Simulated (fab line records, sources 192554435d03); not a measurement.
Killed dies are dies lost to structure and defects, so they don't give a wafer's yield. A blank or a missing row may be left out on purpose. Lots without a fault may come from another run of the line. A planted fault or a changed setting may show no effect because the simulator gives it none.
Which tool did it? | flow n5_finfet | 21 lots, 63 wafers sampled, at 5 steps of a route of 1938

WHAT THE GAUGES READ, wafer by wafer
N5_BEOL_M3_INSPECT_59: inspects for defects (darkfield).
lot  | measured     | on                | raw_defect_count
L074 | day 7 22:23  | defect_inspect-02 | 73 95 63
L075 | day 8 03:22  | defect_inspect-02 | 81 61 93
L076 | day 8 15:57  | defect_inspect-02 | 66 78 77
L079 | day 8 23:52  | defect_inspect-02 | 80 78 70
L080 | day 10 03:56 | defect_inspect-02 | 84 102 94
L081 | day 10 07:29 | defect_inspect-01 | 114 77 119
L082 | day 10 23:46 | defect_inspect-01 | 80 140 78
L083 | day 11 21:30 | defect_inspect-01 | 58 54 64
L084 | day 12 09:48 | defect_inspect-01 | 78 56 92
L085 | day 12 14:33 | defect_inspect-02 | 39 77 96
L086 | day 12 16:10 | defect_inspect-01 | 56 80 67
L089 | day 12 19:05 | defect_inspect-01 | 76 63 49
L088 | day 12 19:43 | defect_inspect-01 | 141 110 78
L087 | day 12 23:22 | defect_inspect-01 | 74 83 67
L090 | day 13 04:03 | defect_inspect-01 | 85 67 63
L092 | day 13 06:08 | defect_inspect-01 | 129 162 112
L091 | day 13 08:03 | defect_inspect-01 | 56 76 126
L093 | day 13 10:38 | defect_inspect-01 | 97 117 89
L094 | day 13 12:21 | defect_inspect-01 | 96 88 114
L095 | day 13 13:29 | defect_inspect-01 | 62 70 55
L097 | day 14 19:49 | defect_inspect-02 | 87 77 60

N5_BEOL_M4_INSPECT_30: inspects for defects (brightfield).
lot  | measured     | on                | raw_defect_count
L074 | day 8 00:56  | defect_inspect-02 | 283 315 280
L075 | day 8 05:52  | defect_inspect-02 | 511 302 390
L076 | day 8 17:47  | defect_inspect-02 | 446 457 416
L079 | day 9 01:39  | defect_inspect-02 | 344 364 447
L080 | day 10 08:05 | defect_inspect-01 | 322 434 388
L081 | day 10 09:17 | defect_inspect-01 | 333 358 459
L082 | day 11 01:53 | defect_inspect-01 | 329 454 506
L083 | day 11 23:20 | defect_inspect-02 | 426 347 479
L084 | day 12 13:44 | defect_inspect-01 | 420 353 442
L085 | day 12 16:48 | defect_inspect-01 | 737 478 816
L086 | day 12 19:55 | defect_inspect-01 | 406 529 373
L089 | day 12 20:58 | defect_inspect-01 | 313 307 280
L088 | day 12 21:42 | defect_inspect-01 | 570 474 449
L087 | day 13 01:53 | defect_inspect-01 | 397 357 434
L090 | day 13 07:35 | defect_inspect-01 | 417 307 309
L092 | day 13 08:49 | defect_inspect-01 | 576 546 390
L091 | day 13 12:44 | defect_inspect-01 | 383 447 676
L093 | day 13 13:37 | defect_inspect-01 | 411 475 487
L094 | day 13 14:02 | defect_inspect-01 | 495 409 489
L095 | day 13 17:06 | defect_inspect-01 | 379 441 589
L097 | day 15 01:05 | defect_inspect-02 | 501 541 444

WHICH TOOL RAN EACH LOT (tool, then ch and the chambers of the sampled wafers, then the start)
lot  | N5_BEOL_M3_SPUTTER_90        | N5_BEOL_M4_ETCH_63                 | N5_BEOL_M4_STRIP_19
L074 | pvd_sputter-01, day 7 20:37  | rie_diel-06 ch 1,2, day 8 00:01    | rie_diel-04 ch 0,1,2, day 8 00:20
L075 | pvd_sputter-03, day 8 01:38  | rie_diel-06 ch 2,3, day 8 04:55    | rie_diel-01 ch 0,2, day 8 05:16
L076 | pvd_sputter-02, day 8 14:12  | rie_diel-01 ch 0,2, day 8 16:51    | rie_diel-06 ch 1,2, day 8 17:10
L079 | pvd_sputter-01, day 8 22:08  | rie_diel-06 ch 0,1,2, day 9 00:52  | rie_diel-04 ch 0,2,3, day 9 01:10
L080 | pvd_sputter-03, day 10 02:10 | rie_diel-06 ch 1,2,3, day 10 07:11 | rie_diel-06 ch 2,3, day 10 07:29
L081 | pvd_sputter-03, day 10 05:44 | rie_diel-04 ch 0,1,3, day 10 08:22 | rie_diel-04 ch 0,1,3, day 10 08:41
L082 | pvd_sputter-01, day 10 21:49 | rie_diel-06 ch 1,2,3, day 11 00:56 | rie_diel-06 ch 0,1, day 11 01:17
L083 | pvd_sputter-03, day 11 19:46 | rie_diel-04 ch 1,2,3, day 11 22:26 | rie_diel-04 ch 0,3, day 11 22:44
L084 | pvd_sputter-02, day 12 08:04 | rie_diel-06 ch 0,3, day 12 12:52   | rie_diel-01 ch 1,2,3, day 12 13:12
L085 | pvd_sputter-02, day 12 12:48 | rie_diel-04 ch 0,2,3, day 12 15:53 | rie_diel-06 ch 0,1,3, day 12 16:12
L086 | pvd_sputter-03, day 12 14:23 | rie_diel-06 ch 1,2,3, day 12 19:00 | rie_diel-06 ch 2,3, day 12 19:19
L089 | pvd_sputter-02, day 12 17:20 | rie_diel-04 ch 0,2,3, day 12 20:02 | rie_diel-04 ch 0,2, day 12 20:21
L088 | pvd_sputter-01, day 12 17:44 | rie_diel-04 ch 1,3, day 12 20:39   | rie_diel-01 ch 0,1, day 12 21:06
L087 | pvd_sputter-01, day 12 21:24 | rie_diel-04 ch 0,2, day 13 01:01   | rie_diel-01 ch 0,1, day 13 01:24
L090 | pvd_sputter-03, day 13 02:18 | rie_diel-01 ch 1,2, day 13 06:40   | rie_diel-06 ch 0,1, day 13 06:58
L092 | pvd_sputter-02, day 13 04:24 | rie_diel-04 ch 0,1,3, day 13 07:53 | rie_diel-01 ch 0,2,3, day 13 08:13
L091 | pvd_sputter-02, day 13 06:19 | rie_diel-01 ch 0,1,3, day 13 11:56 | rie_diel-01 ch 1,2,3, day 13 12:15
L093 | pvd_sputter-01, day 13 08:47 | rie_diel-01 ch 0,2,3, day 13 12:43 | rie_diel-06 ch 2,3, day 13 13:01
L094 | pvd_sputter-01, day 13 10:37 | rie_diel-06 ch 1,3, day 13 13:07   | rie_diel-01 ch 0,1, day 13 13:26
L095 | pvd_sputter-02, day 13 11:24 | rie_diel-06 ch 1,2, day 13 16:07   | rie_diel-01 ch 0,2, day 13 16:30
L097 | pvd_sputter-02, day 14 17:04 | rie_diel-01 ch 2,3, day 15 00:05   | rie_diel-04 ch 0,1,3, day 15 00:29
- N5_BEOL_M3_SPUTTER_90: material Cu, target thk 4.5 nm, time 8.29 s.
- N5_BEOL_M4_ETCH_63: etches SiARC in CF4, target depth 15.6 nm, time 26 s.
- N5_BEOL_M4_STRIP_19: strips in O2.

WHAT THE TOOLS THEMSELVES READ (means of the sampled wafers that have a number; where no wafer has one, the mark that the record gives instead)
N5_BEOL_M3_SPUTTER_90.
lot  | tool           | throttle_valve_pct (%)
L074 | pvd_sputter-01 | 29.1
L075 | pvd_sputter-03 | 29.7
L076 | pvd_sputter-02 | 29.2
L079 | pvd_sputter-01 | 29.3
L080 | pvd_sputter-03 | 29.7
L081 | pvd_sputter-03 | 29.6
L082 | pvd_sputter-01 | 30.1
L083 | pvd_sputter-03 | 29.5
L084 | pvd_sputter-02 | 29.8
L085 | pvd_sputter-02 | 29.8
L086 | pvd_sputter-03 | 29.4
L089 | pvd_sputter-02 | 29.7
L088 | pvd_sputter-01 | 29.9
L087 | pvd_sputter-01 | 29.4
L090 | pvd_sputter-03 | 29.8
L092 | pvd_sputter-02 | 29.5
L091 | pvd_sputter-02 | 29.7
L093 | pvd_sputter-01 | 29.8
L094 | pvd_sputter-01 | 29.8
L095 | pvd_sputter-02 | 29.4
L097 | pvd_sputter-02 | 30.0

N5_BEOL_M4_ETCH_63.
lot  | tool        | chamber_pressure_mTorr (mTorr) | drypump_motor_current_A (A) | etch_rf_on_time_s (s) | mfc_ar_sccm (sccm) | oes_product_au (a.u.) | rf_vpp_V (V) | showerhead_plenum_p_Torr (Torr) | throttle_valve_pct (%)
L074 | rie_diel-06 | 40.00                          | 5.6                         | 26.2                  | 100.11             | 0.66                  | 184.1        | 2.17                            | 15.6
L075 | rie_diel-06 | 40.01                          | 5.4                         | 26.4                  | 100.04             | 0.58                  | 184.2        | 2.14                            | 15.6
L076 | rie_diel-01 | 40.02                          | 5.9                         | 26.5                  | 100.40             | 0.74                  | 186.1        | 2.27                            | 15.1
L079 | rie_diel-06 | 39.98                          | 5.5                         | 25.7                  | 99.92              | 0.69                  | 184.7        | 2.18                            | 15.4
L080 | rie_diel-06 | 40.02                          | 5.3                         | 26.2                  | 99.89              | 0.70                  | 183.8        | 2.12                            | 15.5
L081 | rie_diel-04 | 39.97                          | 5.9                         | 25.6                  | 99.60              | 0.72                  | 184.8        | 2.19                            | 15.4
L082 | rie_diel-06 | 39.99                          | 5.4                         | 26.3                  | 100.02             | 0.68                  | 183.9        | 2.12                            | 15.5
L083 | rie_diel-04 | 40.00                          | 5.9                         | 26.0                  | 99.97              | 0.65                  | 183.8        | 2.16                            | 15.7
L084 | rie_diel-06 | 39.99                          | 5.0                         | 26.7                  | 100.20             | 0.63                  | 184.0        | 2.09                            | 15.5
L085 | rie_diel-04 | 39.97                          | 5.8                         | 25.9                  | 100.10             | 0.69                  | 183.8        | 2.16                            | 15.4
L086 | rie_diel-06 | 39.99                          | 5.4                         | 26.1                  | 100.07             | 0.68                  | 184.4        | 2.12                            | 15.5
L089 | rie_diel-04 | 40.00                          | 5.8                         | 26.1                  | 100.12             | 0.69                  | 185.0        | 2.16                            | 15.4
L088 | rie_diel-04 | 40.01                          | 5.7                         | 25.9                  | 99.93              | 0.68                  | 184.4        | 2.19                            | 15.5
L087 | rie_diel-04 | 39.99                          | 6.0                         | 26.2                  | 99.82              | 0.64                  | 184.4        | 2.13                            | 15.6
L090 | rie_diel-01 | 40.02                          | 5.5                         | 26.2                  | 99.89              | 0.62                  | 185.3        | 2.21                            | 15.7
L092 | rie_diel-04 | 40.00                          | 5.9                         | 25.8                  | 99.95              | 0.69                  | 184.5        | 2.19                            | 15.5
L091 | rie_diel-01 | 40.01                          | 5.5                         | 25.9                  | 99.94              | 0.67                  | 185.6        | 2.22                            | 15.5
L093 | rie_diel-01 | 39.99                          | 5.7                         | 25.9                  | 99.90              | 0.70                  | 184.9        | 2.22                            | 15.3
L094 | rie_diel-06 | 40.05                          | 5.4                         | 26.5                  | 99.99              | 0.63                  | 183.6        | 2.10                            | 15.7
L095 | rie_diel-06 | 40.02                          | 5.6                         | 25.6                  | 99.77              | 0.73                  | 184.1        | 2.16                            | 15.3
L097 | rie_diel-01 | 39.99                          | 5.7                         | 26.0                  | 100.10             | 0.67                  | 185.4        | 2.20                            | 15.4

N5_BEOL_M4_STRIP_19.
lot  | tool        | chamber_pressure_mTorr (mTorr) | drypump_motor_current_A (A) | o2_flow_sccm (sccm) | oes_product_au (a.u.) | rf_vpp_V (V) | showerhead_plenum_p_Torr (Torr) | throttle_valve_pct (%)
L074 | rie_diel-04 | 30.015                         | 6.0                         | 225.1               | 0.80                  | 4.1          | 2.15                            | 16.7
L075 | rie_diel-01 | 29.998                         | 5.9                         | 225.3               | 0.85                  | 3.4          | 2.22                            | 16.3
L076 | rie_diel-06 | 30.001                         | 5.6                         | 225.1               | 0.72                  | 3.3          | 2.14                            | 16.7
L079 | rie_diel-04 | 29.989                         | 5.8                         | 225.3               | 0.85                  | 3.7          | 2.14                            | 16.5
L080 | rie_diel-06 | 29.987                         | 5.4                         | 225.7               | 0.87                  | 3.9          | 2.09                            | 16.3
L081 | rie_diel-04 | 30.013                         | 5.9                         | 225.0               | 0.84                  | 3.6          | 2.16                            | 16.6
L082 | rie_diel-06 | 30.013                         | 5.5                         | 224.8               | 0.83                  | 3.6          | 2.13                            | 16.6
L083 | rie_diel-04 | 30.011                         | 5.7                         | 224.9               | 0.87                  | 3.5          | 2.16                            | 16.3
L084 | rie_diel-01 | 30.006                         | 5.5                         | 224.9               | 0.78                  | 3.5          | 2.15                            | 16.5
L085 | rie_diel-06 | 29.980                         | 5.2                         | 225.7               | 0.79                  | 4.1          | 2.07                            | 16.5
L086 | rie_diel-06 | 30.018                         | 5.4                         | 225.4               | 0.83                  | 4.0          | 2.08                            | 16.4
L089 | rie_diel-04 | 29.999                         | 6.0                         | 224.8               | 0.76                  | 3.7          | 2.10                            | 16.7
L088 | rie_diel-01 | 29.994                         | 5.7                         | 226.0               | 0.79                  | 3.2          | 2.20                            | 16.5
L087 | rie_diel-01 | 30.015                         | 5.7                         | 224.6               | 0.80                  | 3.9          | 2.20                            | 16.5
L090 | rie_diel-06 | 29.995                         | 5.4                         | 224.8               | 0.81                  | 3.4          | 2.12                            | 16.6
L092 | rie_diel-01 | 30.010                         | 5.7                         | 224.5               | 0.82                  | 3.8          | 2.18                            | 16.4
L091 | rie_diel-01 | 30.014                         | 5.5                         | 224.7               | 0.78                  | 3.3          | 2.15                            | 16.5
L093 | rie_diel-06 | 30.008                         | 5.1                         | 225.8               | 0.74                  | 3.6          | 2.03                            | 16.5
L094 | rie_diel-01 | 30.001                         | 5.7                         | 224.8               | 0.79                  | 4.1          | 2.20                            | 16.5
L095 | rie_diel-01 | 30.005                         | 5.9                         | 225.3               | 0.80                  | 3.9          | 2.21                            | 16.4
L097 | rie_diel-04 | 29.971                         | 6.0                         | 224.7               | 0.80                  | 3.5          | 2.15                            | 16.6

THE ANSWER, worked out from the rows above alone
Rule: what is usual is taken from the lots themselves. Put in order of their means at a reading, lots are off if they are a third of the lots or fewer, leave a main group of 4 or more, and stand apart from it by a gap of 3 or more times the standard deviation of the main group's means; of several such gaps the widest counts. A main group whose means are all the same, to the digits that the tables above print for the reading, isn't used. A lot without any number at a reading at which 4 lots or more have one is off too. The other lots that the step has rows for count as sound. The gauges are gone through in route order, then the tools' own readings, and for those a lot's mean is taken as printed above. The first step at which some lot is off is used, and at that step the reading that is off furthest; a lot without a number counts as furthest.
No lot is off at any reading shown: from this, nothing can be told.

WHAT THE SIMULATOR HAD PUT IN
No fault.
